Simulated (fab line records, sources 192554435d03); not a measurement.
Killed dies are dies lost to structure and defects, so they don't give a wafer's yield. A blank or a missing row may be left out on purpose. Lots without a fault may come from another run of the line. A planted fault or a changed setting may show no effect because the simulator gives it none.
fab line records | flow n5_finfet
record lots=10 wafers=30 last_day=17
route steps=1938 shown BEOL_M15@1774 PASSIVATION@1936
lots that met no fault: from a run of the same line without faults
start_h: hours from the record's first day to the start of the lot's first wafer shown | wait_h: hours since the lot's step before | " the same as in the row above | L1.1+2: a row that stands for several wafers | - no value, or no start given | * or withheld: withheld | < > ~ a bound
route shown NAME@n: a module of which the file shows steps, and the number in the route of the first | usual: mean/standard deviation of fault-free wafers | same: alike in all rows | chamber/n: place in a boat | sites: the reading at each site | _std_site: their standard deviation | _edge_site: outer sites' mean less inner sites' | radius_mm: how far each site lies from the wafer's centre | mask NAME#n: copy n | behind: the tool/chamber that last shaped the wafer | hold: why the lot was held/for how many hours/how that ended | device: the transistor (n, p or np) that didn't switch | end of line: the same wafers' tests at the end of the route | a step without rows: its recipe alone | killed: dies lost to structure and defects at the first sort, not the wafer's yield | map: a wafer's dies, x killed, . not, _ none there
set.NAME: the setting as run; set.NAME@STEP: as run at that earlier step | model.NAME: the simulator's own value behind a step, which no gauge read
steps of the route over a sample of lots; a table a step, a row a wafer
services: from which hour (start_h, from the record's first day; less than 0 if before it) a tool's chamber was out of use, for how many hours, and why
## steps
# step N5_BEOL_M15_THK_MEAS_01
# recipe reads=SiO2_of_BEOL_M15_ILD_DEP_00
# usual M15_ILD_THK=1630/21
# columns lot.wafer tool chamber start_h wait_h M15_ILD_THK[nm]
L660.1 film_metro-02 - 278.04 0.1 1639
L660.2 " - " " 1634
L660.6 " - " " 1670
L659.3 film_metro-02 - 282.96 0.1 1613
L659.5 " - " " 1636
L659.6 " - " " 1597
L662.2 film_metro-02 - 292.92 0.1 1604
L662.5 " - " " 1661
L662.6 " - " " 1638
L673.1 film_metro-02 - 338.71 0.1 1628
L673.5 " - " " 1636
L673.6 " - " " 1641
L671.1 film_metro-02 - 352.55 0.2 1606
L671.5 " - " " 1642
L671.6 " - " " 1621
L672.1 film_metro-02 - 353.54 0.1 1643
L672.3 " - " " 1628
L672.6 " - " " 1640
L674.2 film_metro-02 - 363.79 0.1 1584
L674.5 " - " " 1634
L674.6 " - " " 1635
L677.1 film_metro-01 - 365.26 0.1 1649
L677.4 " - " " 1654
L677.6 " - " " 1642
L675.1 film_metro-01 - 370.27 0.1 1602
L675.3 " - " " 1612
L675.4 " - " " 1640
L680.3 film_metro-02 - 392.74 0.1 1606
L680.5 " - " " 1650
L680.6 " - " " 1630
# step N5_BEOL_M15_PEB_26
# recipe peb_temp_c=130 peb_time_s=90
# usual heater_power_total_W=172.5/0.78 plate_temp_C=130.05/0.13
# columns lot.wafer tool chamber start_h wait_h heater_power_total_W plate_temp_C
L660.1 litho_track-02 0 279.94 0.1 172.0 130.23
L660.2 " 0 " " 172.7 130.10
L660.6 " 0 " " 173.5 130.15
L659.3 litho_track-02 0 284.84 0.0 172.0 130.16
L659.5 " 0 " " 171.8 130.11
L659.6 " 0 " " 173.1 130.01
L662.2 litho_track-01 0 294.89 0.0 170.9 129.91
L662.5 " 0 " " 173.1 130.15
L662.6 " 0 " " 172.5 130.09
L673.1 litho_track-01 0 340.56 0.1 172.5 130.07
L673.5 " 0 " " 174.0 129.99
L673.6 " 0 " " 171.5 130.05
L671.1 litho_track-02 0 354.44 0.1 164.6 125.23
L671.5 " 0 " " 163.8 125.19
L671.6 " 0 " " 164.3 125.20
L672.1 litho_track-02 0 355.78 0.1 163.7 125.05
L672.3 " 0 " " 164.6 125.15
L672.6 " 0 " " 165.1 125.26
L674.2 litho_track-01 0 365.69 0.0 174.1 130.11
L674.5 " 0 " " 173.1 130.11
L674.6 " 0 " " 173.0 129.96
L677.1 litho_track-03 0 367.14 0.1 172.7 129.89
L677.4 " 0 " " 172.3 129.81
L677.6 " 0 " " 170.8 129.92
L675.1 litho_track-03 0 372.40 0.1 171.5 129.79
L675.3 " 0 " " 171.0 130.04
L675.4 " 0 " " 172.6 130.05
L680.3 litho_track-03 0 394.84 0.0 172.8 130.19
L680.5 " 0 " " 173.2 130.08
L680.6 " 0 " " 172.3 130.12
# step N5_BEOL_M15_CD_MEAS_28
# recipe target_cd_nm=407.6 landing_energy_ev=500 detector=se_inlens
# usual cd_nm=407.6/1.5
# columns lot.wafer tool chamber start_h wait_h cd_nm
L660.1 cd_sem-01 0 280.06 - 407.4
L660.2 " 0 " " 407.2
L660.6 " 0 " " 407.5
L659.3 cd_sem-01 0 284.95 - 408.1
L659.5 " 0 " " 409.3
L659.6 " 0 " " 409.9
L662.2 cd_sem-01 0 295.00 - 407.8
L662.5 " 0 " " 408.8
L662.6 " 0 " " 408.0
L673.1 cd_sem-02 0 340.67 - 409.2
L673.5 " 0 " " 408.0
L673.6 " 0 " " 407.6
L671.1 cd_sem-02 0 354.56 - 380.7
L671.5 " 0 " " 381.8
L671.6 " 0 " " 381.5
L672.1 cd_sem-03 0 355.90 - 385.7
L672.3 " 0 " " 385.3
L672.6 " 0 " " 387.3
L674.2 cd_sem-01 0 365.81 - 409.0
L674.5 " 0 " " 409.9
L674.6 " 0 " " 408.5
L677.1 cd_sem-02 0 367.26 - 406.0
L677.4 " 0 " " 405.1
L677.6 " 0 " " 407.5
L675.1 cd_sem-02 0 372.52 - 407.8
L675.3 " 0 " " 408.5
L675.4 " 0 " " 405.6
L680.3 cd_sem-02 0 394.96 - 405.5
L680.5 " 0 " " 404.5
L680.6 " 0 " " 404.8
# step N5_BEOL_M15_DESCUM_33
# recipe chemistry=O2 time_s=7.9 source_power_w=50 bias_power_w=20 pressure_mtorr=20 rf_frequency_hz=2.712e+07 temp_c=40 o2_flow_sccm=225
# usual drypump_motor_current_A=5.6/0.48 oes_product_au=0.82/0.083 rf_vpp_V=243.3/1.6 showerhead_plenum_p_Torr=2.10/0.086 throttle_valve_pct=20.51/0.23
# columns lot.wafer tool chamber start_h wait_h drypump_motor_current_A oes_product_au rf_hours_counter_h rf_vpp_V showerhead_plenum_p_Torr throttle_valve_pct
L660.1 rie_diel-05 1 280.14 0.0 6.3 0.70 216 241.4 2.08 20.80
L660.2 " 2 " " 5.5 0.80 116 242.1 2.02 20.57
L660.6 " 1 " " 6.3 0.70 - 242.5 2.08 20.77
L659.3 rie_diel-02 3 285.11 0.1 5.7 0.87 53 242.8 2.04 20.46
L659.5 " 3 " " 5.7 0.88 - 241.2 2.04 20.46
L659.6 " 2 " " 5.8 0.84 - 246.6 2.21 20.38
L662.2 rie_diel-05 1 295.09 0.0 6.3 0.69 223 242.3 2.08 20.79
L662.5 " 2 " " 5.6 0.78 - 242.4 2.01 20.55
L662.6 " 3 " " 5.9 0.82 - 244.3 2.21 20.32
L673.1 rie_diel-02 2 340.76 0.0 5.8 0.80 82 245.4 2.20 20.40
L673.5 " 3 " " 5.7 0.86 - 242.1 2.03 20.48
L673.6 " 0 " " 5.7 0.68 - 242.7 2.07 20.81
L671.1 rie_diel-02 0 354.74 0.1 5.8 0.68 247 244.0 2.07 20.81
L671.5 " 1 " " 5.1 0.85 - 243.7 2.03 20.49
L671.6 " 3 " " 5.7 0.84 - 242.6 2.03 20.48
L672.1 rie_diel-05 1 355.99 0.0 6.3 0.67 242 242.0 2.07 20.82
L672.3 " 0 " " 5.4 0.92 19 246.4 2.22 20.27
L672.6 " 3 " " 5.9 0.80 - 245.5 2.20 20.37
L674.2 rie_diel-04 3 366.00 0.1 6.2 0.75 175 240.7 2.02 20.93
L674.5 " 3 " " 6.2 0.74 - 241.7 2.02 20.93
L674.6 " 0 " " 4.8 0.82 - 244.2 2.22 20.36
L677.1 rie_diel-04 1 367.37 0.1 5.2 0.93 26 242.3 2.03 20.20
L677.4 " 3 " " 6.2 0.75 176 241.5 2.01 20.94
L677.6 " 2 " " 6.1 0.78 - 245.4 2.18 20.61
L675.1 rie_diel-05 1 372.60 0.0 6.3 0.67 247 243.4 2.07 20.84
L675.3 " 0 " " 5.4 0.90 23 245.3 2.22 20.29
L675.4 " 0 " " 5.4 0.91 - 246.3 2.22 20.29
L680.3 rie_diel-04 2 395.10 0.1 6.1 0.77 105 245.6 2.18 20.64
L680.5 " 0 " " 4.8 0.81 - 244.2 2.21 20.36
L680.6 " 1 " " 5.2 0.91 - 242.1 2.03 20.19
# step N5_BEOL_M15_ETCH_38
# recipe chemistry=CF4/N2 target=SiCN target_depth_a=1064 taper_deg=2 time_s=120.5 ion_energy_ev=150 mask_material=SiO2 pressure_mtorr=40 source_w=430 bias_w=70 Ar_flow_sccm=100 cf4_flow_sccm=60 n2_flow_sccm=60
# usual drypump_motor_current_A=5.6/0.49 mfc_ar_sccm=100.03/0.29 oes_product_au=0.81/0.084 rf_vpp_V=382.8/2.2 showerhead_plenum_p_Torr=2.23/0.089 throttle_valve_pct=15.49/0.22
# columns lot.wafer tool chamber start_h wait_h drypump_motor_current_A mfc_ar_sccm oes_product_au rf_hours_counter_h rf_vpp_V showerhead_plenum_p_Torr throttle_valve_pct
L660.1 rie_diel-05 1 - - 6.3 100.22 0.67 217 382.2 2.18 15.76
L660.2 " 2 " " 5.5 100.30 0.78 117 381.2 2.13 15.53
L660.6 " 2 " " 5.5 100.27 0.78 - 379.7 2.13 15.55
L659.3 rie_diel-05 1 - - 6.3 99.71 0.67 220 382.0 2.18 15.75
L659.5 " 2 " " 5.5 99.79 0.77 - 380.8 2.13 15.54
L659.6 " 3 " " 5.9 99.67 0.82 - 386.0 2.32 15.32
L662.2 rie_diel-05 3 - - 5.9 100.09 0.82 81 384.1 2.32 15.31
L662.5 " 0 " " 5.4 99.76 0.99 - 386.6 2.35 15.19
L662.6 " 1 " " 6.3 99.75 0.66 - 381.5 2.18 15.77
L673.1 rie_diel-04 0 - - 4.8 100.21 0.83 59 384.4 2.33 15.31
L673.5 " 0 " " 4.8 99.98 0.83 - 386.2 2.33 15.32
L673.6 " 3 " " 6.2 100.18 0.74 - 380.5 2.12 15.77
L671.1 rie_diel-05 0 - - 5.4 100.26 0.92 18 385.6 2.34 15.21
L671.5 " 1 " " 6.3 100.43 0.66 - 380.5 2.17 15.79
L671.6 " 2 " " 5.5 99.73 0.76 - 381.5 2.13 15.57
L672.1 rie_diel-05 3 - - 5.9 99.59 0.79 98 386.6 2.32 15.34
L672.3 " 2 " " 5.5 100.07 0.76 143 379.4 2.13 15.60
L672.6 " 3 " " 5.9 99.77 0.80 - 385.3 2.32 15.34
L674.2 rie_diel-02 1 - - 5.0 100.36 0.85 72 381.5 2.16 15.59
L674.5 " 0 " " 5.7 100.02 0.67 - 381.3 2.17 15.84
L674.6 " 1 " " 5.1 100.20 0.86 - 381.8 2.16 15.60
L677.1 rie_diel-04 2 - - 6.2 99.98 0.78 96 385.5 2.32 15.76
L677.4 " 3 " " 6.2 99.97 0.73 176 380.0 2.12 15.78
L677.6 " 2 " " 6.2 100.64 0.78 - 385.8 2.32 15.77
L675.1 rie_diel-04 1 - - 5.2 99.36 0.90 30 381.0 2.15 15.25
L675.3 " 2 " " 6.1 100.55 0.79 100 385.1 2.32 15.77
L675.4 " 3 " " 6.1 100.09 0.73 180 381.5 2.11 15.78
L680.3 rie_diel-04 1 - - 5.2 100.69 0.90 36 380.7 2.15 15.24
L680.5 " 0 " " 4.8 100.71 0.82 - 383.6 2.32 15.36
L680.6 " 1 " " 5.2 100.41 0.90 - 380.8 2.15 15.24
# step N5_PASSIVATION_PROBE_49
# usual defect_limited_yield=91.1/1.5 killed_at_M0_to_M3=33/9.9 killed_at_M4_up=14/5.2 killed_at_contacts=12/6.7 killed_at_front_end=43/13 killed_at_other=3.4/2.7 killed_dies=105/17 killed_open=69/13 killed_short=33/7.5 sort_bin_5_function=5.2/0.91 sort_bin_6_memory=3.3/0.71 sort_bin_8_speed=0.00/0.032 sort_n_pass=1075/17 sort_yield_pct=91.1/1.5
# same gross_dies=1180 killed_at_back_side=0 sort_bin_4_leakage[%]=0
# columns lot.wafer tool chamber start_h wait_h defect_limited_yield[%] killed_at_M0_to_M3 killed_at_M4_up killed_at_contacts killed_at_front_end killed_at_other killed_dies killed_open killed_short sort_bin_5_function[%] sort_bin_6_memory[%] sort_bin_8_speed[%] sort_n_pass sort_yield_pct[%]
L672.1 prober-01 - 373.28 0.0 91.8 14 7 8 68 0 97 62 34 5.3 2.6 0 1083 91.8
L672.3 prober-01 - 373.38 0.1 89.1 31 19 15 63 1 129 81 48 5.7 4.8 0 1051 89.1
L672.6 prober-01 - 373.53 0.3 89.2 27 18 5 72 5 127 80 47 5.9 4.4 0 1053 89.2
L677.1 prober-02 - 388.19 0.0 93.1 29 7 3 38 5 82 54 28 4.0 2.8 0 1098 93.1
L677.4 prober-02 - 388.34 0.2 91.5 31 16 14 34 5 100 63 33 4.5 3.6 0 1080 91.5
L677.6 prober-02 - 388.44 0.3 90.0 22 16 19 60 1 118 80 36 5.3 4.3 0 1062 90.0
# killed by level:class
L672.1 STI_FIN_REVEAL:geometric_particle:open=21 FIN_SAQP:geometric_particle:open=12 FIN_SAQP:geometric_particle:short=12 MOL_CONTACT_COAG:geometric_particle:open=7 STI_FIN_REVEAL:geometric_particle:short=4 DUMMY_GATE:geometric_particle:short=4 DUMMY_GATE:geometric_particle:open=4 STARTING-WAFER:geometric_particle:open=4
L672.3 FIN_SAQP:geometric_particle:short=17 FIN_SAQP:geometric_particle:open=16 BEOL_M4:geometric_particle:open=11 STI_FIN_REVEAL:geometric_particle:open=10 MOL_CONTACT_COAG:geometric_particle:open=10 BEOL_M0_SAQP:geometric_particle:short=8 BEOL_M3:geometric_particle:open=7 GATE_CUT:geometric_particle:short=6
L672.6 FIN_SAQP:geometric_particle:open=19 FIN_SAQP:geometric_particle:short=15 STI_FIN_REVEAL:geometric_particle:open=13 BEOL_M2:geometric_particle:open=7 GATE_CUT:geometric_particle:short=6 DUMMY_GATE:geometric_particle:open=5 MOL_CONTACT_COAG:geometric_particle:open=5 BEOL_M3:geometric_particle:open=5
L677.1 STI_FIN_REVEAL:geometric_particle:open=8 BEOL_M2:geometric_particle:open=8 FIN_SAQP:geometric_particle:short=7 STARTING-WAFER:geometric_particle:open=7 BEOL_M1:geometric_particle:open=6 BEOL_M3:geometric_particle:open=5 FIN_SAQP:geometric_particle:open=4 MOL_CONTACT_COAG:geometric_particle:open=3
L677.4 MOL_CONTACT_COAG:geometric_particle:open=11 BEOL_M2:geometric_particle:open=11 STI_FIN_REVEAL:geometric_particle:open=9 FIN_SAQP:geometric_particle:short=6 BEOL_M3:geometric_particle:open=6 BEOL_M4:geometric_particle:open=5 FIN_SAQP:geometric_particle:open=4 STARTING-WAFER:geometric_particle:short=4
L677.6 STI_FIN_REVEAL:geometric_particle:open=19 MOL_CONTACT_COAG:geometric_particle:open=14 BEOL_M4:geometric_particle:open=10 FIN_SAQP:geometric_particle:short=8 BEOL_M3:geometric_particle:open=7 STI_FIN_REVEAL:geometric_particle:short=6 FIN_SAQP:geometric_particle:open=5 MOL_CONTACT_COAG:geometric_particle:short=5
## services
# columns tool chamber start_h hours kind
rie_diel-04 1 263.33 - clean
rie_diel-04 1 263.33 - consumable_replace:focus_ring
rie_diel-05 0 273.24 - clean
rie_diel-05 0 273.24 - consumable_replace:focus_ring
rie_diel-05 0 273.24 - consumable_replace:showerhead
rie_diel-04 3 352.37 5.9 repair
rie_diel-05 3 368.86 6.4 repair
rie_diel-02 0 371.14 - clean
rie_diel-02 0 371.14 - consumable_replace:focus_ring
rie_diel-02 0 371.14 15.0 scheduled_down
rie_diel-02 0 371.14 15.0 vent_cycle
rie_diel-05 - 372.88 0.2 repair
rie_diel-05 0 381.64 1.3 repair
rie_diel-05 1 387.41 - clean
rie_diel-05 1 387.41 - consumable_replace:focus_ring
rie_diel-05 1 387.41 18.7 scheduled_down
rie_diel-05 1 387.41 18.7 vent_cycle
## key
first_sign step=N5_BEOL_M15_PEB_26 reading=plate_temp_C direction=down sigmas=37 usual=* struck=*
effect step=N5_BEOL_M15_PEB_26 reading=heater_power_total_W direction=down sigmas=10 usual=* struck=*
effect step=N5_BEOL_M15_CD_MEAS_28 reading=cd_nm direction=down sigmas=16 usual=407.6 struck=383.7 through=control_loop
met_at N5_BEOL_M15_PEB_26
struck_lots L671,L672
loop_trim step=N5_BEOL_M15_EXPOSE_25 setting=dose lots=L672
not_acting_at N5_BEOL_M15_THK_MEAS_01,N5_BEOL_M15_DESCUM_33,N5_BEOL_M15_ETCH_38
onset_between 284.84 354.44
fault kind=process_parameter_drift tool=litho_track-02 chamber=- onset_h=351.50 steps=N5_BEOL_M15_PEB_26 channel=peb_temp_c offset=* shape=step end_h=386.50 acts_in=* stated=*
# loop_trim: a control loop set the setting to another value than it would have without faults
